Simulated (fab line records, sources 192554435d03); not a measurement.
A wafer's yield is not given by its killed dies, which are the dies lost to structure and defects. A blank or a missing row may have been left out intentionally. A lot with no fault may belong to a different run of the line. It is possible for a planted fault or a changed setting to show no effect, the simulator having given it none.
Matching of chambers -- flow n5_finfet -- 4 sister chambers for N5_BEOL_M0_SAQP_ALD_48 on ald_sin-03
The step deposits SiO2, target thk 20 nm, pulse time 1 s, co reactant pulse time 1 s. 4 wafers are shown with their chamber, then 10 later ones without.

EACH WAFER AND ITS CHAMBER
wafer,chamber,heater_power_w (W)
L080.5,2,96
L088.5,0,74
L088.6,3,76
L090.5,1,68

WAFERS WITHOUT THEIR CHAMBER
wafer,heater_power_w (W)
L090.6,100
L092.1,75
L092.2,68
L092.5,72
L093.1,101
L093.4,76
L093.5,77
L095.4,74
L095.5,100
L095.6,76

THE CHAMBER EACH PASSED THROUGH
wafer,from the rows above,in truth
L090.6,2,2
L092.1,can't be placed: 0 or 3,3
L092.2,1,1
L092.5,can't be placed: 0 or 1 or 3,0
L093.1,2,2
L093.4,can't be placed: 3 or 0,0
L093.5,can't be placed: 3 or 0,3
L095.4,can't be placed: 0 or 3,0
L095.5,2,2
L095.6,can't be placed: 3 or 0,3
Placed correctly: 4 of 10. Unplaceable from these rows: 6, with the true chamber sitting among the candidates in 6. Wrongly placed: 0.
How it was worked out, from the rows above alone: a wafer's distance from a chamber is the root of the sum, over the readings, of the square of ((its reading less the chamber's mean) divided by the reading's scatter). The wafer belongs to the nearest chamber; if the next one is less than 2 further off, it can't be placed. For every chamber, the mean is computed from those of its wafers that are shown. The scatter (one wafer shown for each chamber): square how far every hidden wafer sits from the nearest shown wafer, average those squares and take the square root.
